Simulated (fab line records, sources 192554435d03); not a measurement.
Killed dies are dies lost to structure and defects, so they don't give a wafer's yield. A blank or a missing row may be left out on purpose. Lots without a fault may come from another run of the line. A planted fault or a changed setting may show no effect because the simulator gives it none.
Chamber matching | flow n5_finfet | N5_BEOL_M7_CMP_52 on cmp-01: 4 sister chambers
The step polishes, stops on SiCOH lowk, t overpolish 6.9 s, target thk 80 nm. 4 wafers are shown with their chamber, then 9 later ones without.

WAFERS WITH THEIR CHAMBER
wafer  | chamber | motor_current_A (A)
L092.4 | 1       | 6.1
L086.2 | 0       | 5.3
L086.3 | 2       | 6.6
L086.6 | 3       | 6.1

WAFERS WITHOUT THEIR CHAMBER
wafer  | motor_current_A (A)
L089.2 | 5.3
L089.4 | 6.3
L089.5 | 5.8
L091.1 | 6.1
L091.3 | 6.7
L091.4 | 5.5
L079.1 | 5.9
L079.2 | 6.1
L079.6 | 5.3

WHICH CHAMBER EACH WENT THROUGH
wafer  | from the rows above          | in truth
L089.2 | 0                            | 0
L089.4 | can't be placed: 1 or 3 or 2 | 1
L089.5 | can't be placed: 1 or 3 or 0 | 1
L091.1 | can't be placed: 1 or 3      | 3
L091.3 | 2                            | 2
L091.4 | 0                            | 0
L079.1 | can't be placed: 1 or 3      | 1
L079.2 | can't be placed: 1 or 3      | 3
L079.6 | 0                            | 0
Placed correctly: 4 of 9. Can't be placed from these rows: 5 (the true chamber is among the candidates in 5). Placed wrongly: 0.
How it was worked out, from the rows above alone: a wafer's distance from a chamber is the root of the sum, over the readings, of the square of ((its reading less the chamber's mean) divided by the reading's scatter). The wafer belongs to the nearest chamber; if the next one is less than 2 further off, it can't be placed. A chamber's mean is the mean of its shown wafers. The scatter: with one shown wafer a chamber, the root of the mean of the squares of how far each hidden wafer lies from its nearest shown one.
